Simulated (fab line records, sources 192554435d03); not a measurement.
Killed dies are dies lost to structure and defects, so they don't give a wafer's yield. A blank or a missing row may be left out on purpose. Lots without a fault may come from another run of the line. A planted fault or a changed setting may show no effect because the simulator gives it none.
Which tool did it? | flow n5_finfet | 11 lots, 30 wafers sampled, at 5 steps of a route of 1938

WHAT THE GAUGES READ, wafer by wafer
N5_BEOL_M4_RC_MEAS_101.
lot  | measured     | on        | DIBL_N (mV/V)
L463 | day 8 04:34  | prober-02 | 36.5 33.4 36.5
L464 | day 8 07:59  | prober-01 | 33.2 37.2 36.4
L465 | day 8 14:15  | prober-02 | 37.4 37.7 38.5
L466 | day 8 17:31  | prober-01 | 39.1 42.2
L468 | day 9 16:17  | prober-02 | 42.5 38.6 32.1
L473 | day 10 13:55 | prober-01 | 38.7 35.9 34.5
L476 | day 11 16:23 | prober-01 | 35.5 34.0
L477 | day 11 19:07 | prober-02 | 33.3 36.9 35.9
L478 | day 11 16:36 | prober-02 | 34.4 29.6 33.6
L482 | day 12 18:19 | prober-01 | 31.2 35.9 32.0
L484 | day 13 14:25 | prober-02 | 33.1 36.3

WHICH TOOL RAN EACH LOT (tool, then ch and the chambers of the sampled wafers, then the start)
lot  | N5_BEOL_M1_PRE_CLEAN_45      | N5_BEOL_M1_SPUTTER_48        | N5_BEOL_M1_SPUTTER_90        | N5_BEOL_M1_ANNEAL_91
L463 | pvd_sputter-02, day 6 12:44  | pvd_sputter-03, day 6 13:36  | pvd_sputter-03, day 6 14:42  | pvd_sputter-03, day 6 14:47
L464 | pvd_sputter-02, day 6 16:04  | pvd_sputter-01, day 6 16:44  | pvd_sputter-01, day 6 17:50  | pvd_sputter-01, day 6 17:55
L465 | pvd_sputter-01, day 7 02:37  | pvd_sputter-01, day 7 03:19  | pvd_sputter-01, day 7 04:25  | pvd_sputter-01, day 7 04:29
L466 | pvd_sputter-02, day 7 02:55  | pvd_sputter-03, day 7 03:41  | pvd_sputter-03, day 7 04:47  | pvd_sputter-03, day 7 04:52
L468 | pvd_sputter-02, day 7 19:14  | pvd_sputter-03, day 7 19:55  | pvd_sputter-03, day 7 21:01  | pvd_sputter-03, day 7 21:05
L473 | pvd_sputter-01, day 9 03:40  | pvd_sputter-02, day 9 04:29  | pvd_sputter-02, day 9 05:35  | pvd_sputter-02, day 9 05:40
L476 | pvd_sputter-01, day 9 20:47  | pvd_sputter-03, day 9 21:50  | pvd_sputter-03, day 9 22:56  | pvd_sputter-03, day 9 23:01
L477 | pvd_sputter-02, day 10 00:37 | pvd_sputter-01, day 10 02:42 | pvd_sputter-01, day 10 03:48 | pvd_sputter-01, day 10 03:53
L478 | pvd_sputter-03, day 10 05:11 | pvd_sputter-01, day 10 05:52 | pvd_sputter-01, day 10 06:58 | pvd_sputter-01, day 10 07:03
L482 | pvd_sputter-03, day 11 09:04 | pvd_sputter-02, day 11 10:01 | pvd_sputter-02, day 11 11:07 | pvd_sputter-02, day 11 11:12
L484 | pvd_sputter-03, day 11 15:34 | pvd_sputter-02, day 11 16:16 | pvd_sputter-02, day 11 17:22 | pvd_sputter-02, day 11 17:26
- N5_BEOL_M1_PRE_CLEAN_45: time 30 s.
- N5_BEOL_M1_SPUTTER_48: material Cu, target thk 4.5 nm, time 8.29 s.
- N5_BEOL_M1_SPUTTER_90: material Cu, target thk 4.5 nm, time 8.29 s.
- N5_BEOL_M1_ANNEAL_91: time 240 s.

THE ANSWER, worked out from the rows above alone
Rule: what is usual is taken from the lots themselves. Put in order of their means at a reading, lots are off if they are a third of the lots or fewer, leave a main group of 4 or more, and stand apart from it by a gap of 3 or more times the standard deviation of the main group's means; of several such gaps the widest counts. A main group whose means are all the same, to the digits that the tables above print for the reading, isn't used. A lot without any number at a reading at which 4 lots or more have one is off too. The other lots that the step has rows for count as sound.
No lot is off at any reading shown: from this, nothing can be told.

WHAT THE SIMULATOR HAD PUT IN
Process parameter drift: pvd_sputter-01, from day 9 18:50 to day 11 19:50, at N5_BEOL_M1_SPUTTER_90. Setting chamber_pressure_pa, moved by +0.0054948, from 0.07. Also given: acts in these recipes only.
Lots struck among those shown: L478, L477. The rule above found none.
